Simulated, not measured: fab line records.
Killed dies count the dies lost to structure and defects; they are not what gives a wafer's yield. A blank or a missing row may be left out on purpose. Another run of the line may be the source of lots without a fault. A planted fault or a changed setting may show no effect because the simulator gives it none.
What tool caused it? ; flow n5 finfet ; 27 wafers from 9 lots sampled at 5 of the route's 1938 steps

== WHAT EACH GAUGE READ, for each wafer ==
N5_WELL_APT_OVL_MEAS_09.
lot;measured;on;NWELL_OVL (nm)
L226;day 2 19:43;overlay-01;-4 -9 -15
L227;day 3 01:43;overlay-01;1 -9 -8
L229;day 3 13:43;overlay-02;5 8 1
L230;day 3 19:37;overlay-01;3 7 -1
L232;day 4 07:36;overlay-02;7 -4 -5
L234;day 4 20:29;overlay-01;0 0 -1
L235;day 5 01:45;overlay-01;-11 -8 -10
L239;day 6 02:06;overlay-02;2 -1 -1
L244;day 7 07:46;overlay-02;2 1 -1

N5_BEOL_M4_RC_MEAS_101.
lot;measured;on;CJ_P;DIBL_N (mV/V);DIBL_P (mV/V);IOFF_N (nA/um);IOFF_P (nA/um);ION_N (uA/um);ION_P (uA/um);SS_N (mV/dec);SS_P (mV/dec);VT_N (mV);VT_P (mV)
L226;day 9 18:49;prober-02;5.94 5.68 5.83;38.8 35.9 37.8;39.8 36.3 38.6;0.211 0.160 0.187;0.253 0.196 0.226;694 677 679;465 457 460;72.7 71.2 70.8;74.1 73.5 74.0;248.9 250.0 249.7;-249 -253 -253
L227;day 9 20:58;prober-01;5.71 5.73 5.70;36.2 35.4 36.4;36.6 34.5 37.0;0.161 0.140 0.168;0.244 0.202 0.238;670 670 679;472 462 470;71.7 71.5 71.6;74.0 72.5 73.5;248.0 250.6 248.6;-245 -246 -246
L229;day 10 11:13;prober-01;5.91 5.95 5.99;36.3 37.1 36.9;37.3 37.9 37.7;0.169 0.187 0.176;0.261 0.267 0.256;678 673 689;474 474 474;71.1 72.0 71.9;74.2 73.4 73.4;248.6 245.1 248.4;-245 -243 -244
L230;day 10 18:02;prober-02;5.78 5.99 5.85;36.5 36.8 37.5;33.8 35.0 35.5;0.151 0.151 0.163;0.192 0.203 0.220;676 678 677;461 468 466;71.2 71.1 71.2;72.1 73.8 73.2;250.4 249.4 249.3;-251 -251 -248
L232;day 11 02:08;prober-02;5.73 5.79 5.77;39.2 40.3 38.9;39.4 40.9 39.0;0.188 0.209 0.170;0.213 0.247 0.197;679 668 674;461 456 455;72.3 72.9 72.2;74.0 75.4 74.6;248.0 247.4 250.9;-251 -249 -254
L234;day 11 17:27;prober-01;4.46 4.41 4.48;36.7 36.7 37.4;37.7 37.8 37.5;0.152 0.151 0.160;0.199 0.214 0.207;677 673 665;460 458 457;72.3 71.3 71.6;73.6 74.3 73.5;249.6 251.6 251.6;-254 -253 -253
L235;day 11 20:25;prober-02;5.74 5.82 5.83;36.8 36.1 36.4;37.4 36.8 36.4;0.157 0.154 0.155;0.227 0.219 0.219;668 678 678;458 468 469;72.0 71.6 70.4;74.0 73.4 73.7;251.6 250.2 251.5;-247 -249 -249
L239;day 12 14:25;prober-01;4.45 4.51 4.50;36.7 36.8 35.0;39.5 39.8 37.4;0.167 0.173 0.146;0.240 0.248 0.202;666 669 672;465 461 462;72.0 71.6 71.7;74.3 74.0 73.4;249.4 250.7 250.6;-252 -249 -251
L244;day 13 16:08;prober-02;5.84 5.89 5.71;37.0 36.4 36.7;36.3 36.3 36.4;0.169 0.166 0.173;0.218 0.213 0.222;677 682 680;459 464 464;72.2 71.4 72.0;72.9 74.0 73.8;249.2 247.6 247.2;-251 -252 -249

== TOOL THAT RAN EACH LOT (tool first, then ch and the chambers of the sampled wafers, then the start) ==
lot;N5_WELL_APT_DESCUM_13;N5_WELL_APT_IMPLANT_15;N5_WELL_APT_RTA_34
L226;rie diel-01 ch 2,3, day 2 19:54;implanter-01 ch 0, day 2 20:11;rtp anneal-02 ch 0, day 2 21:59
L227;rie diel-02 ch 0,3, day 3 01:50;implanter-01 ch 0, day 3 02:08;rtp anneal-02 ch 0, day 3 03:52
L229;rie diel-02 ch 1,3, day 3 14:09;implanter-01 ch 0, day 3 14:26;rtp anneal-02 ch 0, day 3 16:14
L230;rie diel-02 ch 0,2,3, day 3 19:53;implanter-01 ch 0, day 3 20:11;rtp anneal-02 ch 0, day 3 22:01
L232;rie diel-01 ch 2,3, day 4 07:40;implanter-01 ch 0, day 4 07:58;rtp anneal-01 ch 0, day 4 09:52
L234;rie diel-02 ch 1,3, day 4 20:46;implanter-01 ch 0, day 4 21:03;rtp anneal-01 ch 0, day 4 22:41
L235;rie diel-06 ch 1,2,3, day 5 01:48;implanter-02 ch 0, day 5 02:07;rtp anneal-02 ch 0, day 5 03:44
L239;rie diel-01 ch 0,1, day 6 02:09;implanter-01 ch 0, day 6 02:32;rtp anneal-01 ch 0, day 6 04:15
L244;rie diel-06 ch 1,3, day 7 07:50;implanter-02 ch 0, day 7 08:07;rtp anneal-02 ch 0, day 7 09:50
- N5_WELL_APT_DESCUM_13: chemistry O2, time 7.9 s.
- N5_WELL_APT_IMPLANT_15
- N5_WELL_APT_RTA_34: time 10 s.

== AS READ BY THE TOOLS THEMSELVES (means over the sampled wafers that have a number; for cases with no such wafer, the mark the record gives instead) ==
N5_WELL_APT_DESCUM_13.
lot;tool;drypump motor current A (A);oes product au (a.u.);rf vpp V (V);showerhead plenum p Torr (Torr);throttle valve pct (%)
L226;rie diel-01;5.4;0.76;244.7;2.18;20.60
L227;rie diel-02;5.8;0.76;241.9;2.01;20.22
L229;rie diel-02;6.3;0.76;243.5;2.12;20.35
L230;rie diel-02;5.8;0.78;243.2;2.07;20.26
L232;rie diel-01;5.4;0.75;244.4;2.17;20.61
L234;rie diel-02;6.1;0.76;243.9;2.07;20.28
L235;rie diel-06;5.6;0.74;243.2;2.11;20.61
L239;rie diel-01;5.6;0.80;243.2;2.07;20.40
L244;rie diel-06;5.5;0.88;242.9;2.06;20.29

N5_WELL_APT_IMPLANT_15.
lot;tool;dose ions cm2;end station pressure torr (Torr);faraday current uA
L226;implanter-01;1.5e+13;5.30e-06;190
L227;implanter-01;1.5e+13;5.10e-06;191
L229;implanter-01;1.5e+13;5.33e-06;190
L230;implanter-01;1.5e+13;5.06e-06;190
L232;implanter-01;1.5e+13;5.38e-06;187
L234;implanter-01;8.8e+12;5.16e-06;112
L235;implanter-02;1.5e+13;5.24e-06;189
L239;implanter-01;8.8e+12;5.09e-06;111
L244;implanter-02;1.5e+13;5.56e-06;188

N5_WELL_APT_RTA_34.
lot;tool;anneal temp c max;lamp power pct (%);lamp_zone_2_pct (%);wafer_temp_C_max
L226;rtp anneal-02;1003.4;13.02;13.019;1003.7
L227;rtp anneal-02;1003.2;13.02;12.974;1003.4
L229;rtp anneal-02;1003.6;12.90;12.999;1003.8
L230;rtp anneal-02;1003.9;12.97;13.006;1004.2
L232;rtp anneal-01;1005.1;13.05;12.978;1004.7
L234;rtp anneal-01;1004.5;12.97;12.981;1003.7
L235;rtp anneal-02;1003.2;13.02;13.001;1003.2
L239;rtp anneal-01;1005.5;13.03;12.984;1004.7
L244;rtp anneal-02;1002.8;12.99;13.020;1004.5

== THE ANSWER, worked out from the rows above alone ==
Rule: the lots themselves supply what counts as usual. The widest of any qualifying gaps counts: lots, ordered by their means at a reading, are off when they make up no more than a third of the lots, leave a main group of 4 or more, and stand apart from it by 3 or more times the standard deviation of that group's means. A main group whose means are all the same, to the digits that the tables above print for the reading, isn't used. Also off: a lot with no number at a reading for which 4 or more lots have one. The other lots that the step has rows for count as sound. First the gauges in route order, then the tools' own readings, where a lot's mean is used as printed above. The first step at which some lot is off is used, and at that step the reading that is off furthest; a lot without a number counts as furthest.
Off: L234, L239, seen at N5_BEOL_M4_RC_MEAS_101 (CJ_P). Main group: mean 5.82, sd 0.071.
If a tool, at a process step before that reading, ran all the lots that are off and no sound lot after the first of them, it fits. Not tried: the gauges at N5_BEOL_M4_RC_MEAS_101; whatever is off there is also off at N5_WELL_APT_IMPLANT_15, on other tools, and gauge error can't account for it. This does not decide it: 2 tools fit, namely implanter-01 at N5_WELL_APT_IMPLANT_15 and rtp anneal-01 at N5_WELL_APT_RTA_34.

== WHAT THE SIMULATOR HAD INSERTED ==
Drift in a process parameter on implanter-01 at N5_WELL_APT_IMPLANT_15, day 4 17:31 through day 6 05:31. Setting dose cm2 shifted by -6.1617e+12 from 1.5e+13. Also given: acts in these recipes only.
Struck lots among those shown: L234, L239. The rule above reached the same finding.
